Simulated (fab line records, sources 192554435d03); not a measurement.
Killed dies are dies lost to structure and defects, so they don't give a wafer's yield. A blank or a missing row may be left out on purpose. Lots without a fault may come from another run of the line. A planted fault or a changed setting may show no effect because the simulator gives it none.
Split-lot experiment | flow n5_finfet | 7 lots, 21 wafers read, on a route of 1938 steps

THE SPLIT
At N5_BEOL_M8_DEP_56 (deposits SiCN from 3MS/NH3, target thk 10 nm, time 17.5 s), the setting time_s was moved away from the recipe's 17.5 s on 6 of the 21 wafers read, by -7.7% to +13.6%. The other wafers ran this setting at the recipe's value.

The reading is taken at the split's own step.

THE READING
SiCN_of_BEOL_M8_DEP_56.thk_nm (the simulator's own value, which no gauge read), in nm, at N5_BEOL_M8_DEP_56 (deposits SiCN from 3MS/NH3, target thk 10 nm, time 17.5 s). The file gives no usual value for it. The 15 wafers here that ran the recipe average 9.9 nm, standard deviation 0.17 nm.

wafer  | tool, chamber at the split | time_s as run, s | against the recipe | SiCN_of_BEOL_M8_DEP_56.thk_nm, nm | against lot-mates on the recipe
L079.2 | pecvd-02, 2                | 18.97            | +8.4%              | 10.4                              | +0.3
L079.3 | pecvd-02, 0                | 17.5             | recipe             | 10                                | -
L079.4 | pecvd-02, 1                | 17.5             | recipe             | 10.2                              | -
L084.2 | pecvd-01, 1                | 17.5             | recipe             | 10                                | -
L084.3 | pecvd-01, 2                | 17.5             | recipe             | 9.8                               | -
L084.5 | pecvd-01, 0                | 19.24            | +9.9%              | 11.2                              | +1.3
L089.3 | pecvd-02, 2                | 19               | +8.6%              | 10.6                              | +0.8
L089.5 | pecvd-02, 2                | 19               | +8.6%              | 10.6                              | +0.8
L089.6 | pecvd-02, 0                | 17.5             | recipe             | 9.8                               | -
L093.1 | pecvd-02, 2                | 17.5             | recipe             | 9.6                               | -
L093.4 | pecvd-02, 1,2              | 17.5             | recipe             | 10                                | -
L093.6 | pecvd-02, 1,2              | 17.5             | recipe             | 10                                | -
L092.1 | pecvd-03, 2                | 19.88            | +13.6%             | 11.2                              | +1.4
L092.2 | pecvd-03, 0                | 17.5             | recipe             | 9.6                               | -
L092.5 | pecvd-03, 0                | 17.5             | recipe             | 10                                | -
L096.2 | pecvd-01, 2                | 16.15            | -7.7%              | 9.2                               | -0.9
L096.3 | pecvd-01, 1                | 17.5             | recipe             | 10                                | -
L096.5 | pecvd-01, 0                | 17.5             | recipe             | 10.2                              | -
L097.1 | pecvd-03, 2,0,1            | 17.5             | recipe             | 10                                | -
L097.4 | pecvd-03, 2,0,1            | 17.5             | recipe             | 10                                | -
L097.6 | pecvd-03, 2,0,1            | 17.5             | recipe             | 10                                | -
Where a row lists several chambers, the file gives one row for several wafers and doesn't say which wafer went through which chamber.

THE FIT
A straight line over all 21 wafers: SiCN_of_BEOL_M8_DEP_56.thk_nm changes by +0.0904 nm for each +1% of time_s; r = +0.92; the points scatter about the line by 0.19 nm.
The same after taking each lot's own level away (the mean of its wafers on the recipe; 21 wafers): +0.0998 nm for each +1%; r = +0.94; scatter 0.18 nm.
On that fit, the largest move of time_s shifts the reading by 1.4 nm.
The lots' own levels span 9.80 to 10.10 nm, that is 1.8 times the standard deviation above.
So the lot-to-lot level changes the slope little: the two slopes agree.
Check: with one of the wafers moved furthest among these (+13.6%) left out of the fit, the line predicts +1.31 nm for it against its lot-mates. It came out at +1.4 nm against them.

OTHER SPLITS ON THESE WAFERS
These wafers also went through other splits before the reading. Each is held against what the fit with the lots' levels taken away leaves over:
other split on the same wafers | wafers away from the commonest value | r with SiCN_of_BEOL_M8_DEP_56.thk_nm (lot level and that fit taken away)
N5_BEOL_M5_COAT_22 spin_rpm    | 10                                   | -0.52
N5_BEOL_M7_ETCH_66 bias_w      | 7                                    | +0.25

THE FILE'S OWN FIT
SiCN_of_BEOL_M8_DEP_56.thk_nm changes by +0.0991 nm for each +1% of time_s, r = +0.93.
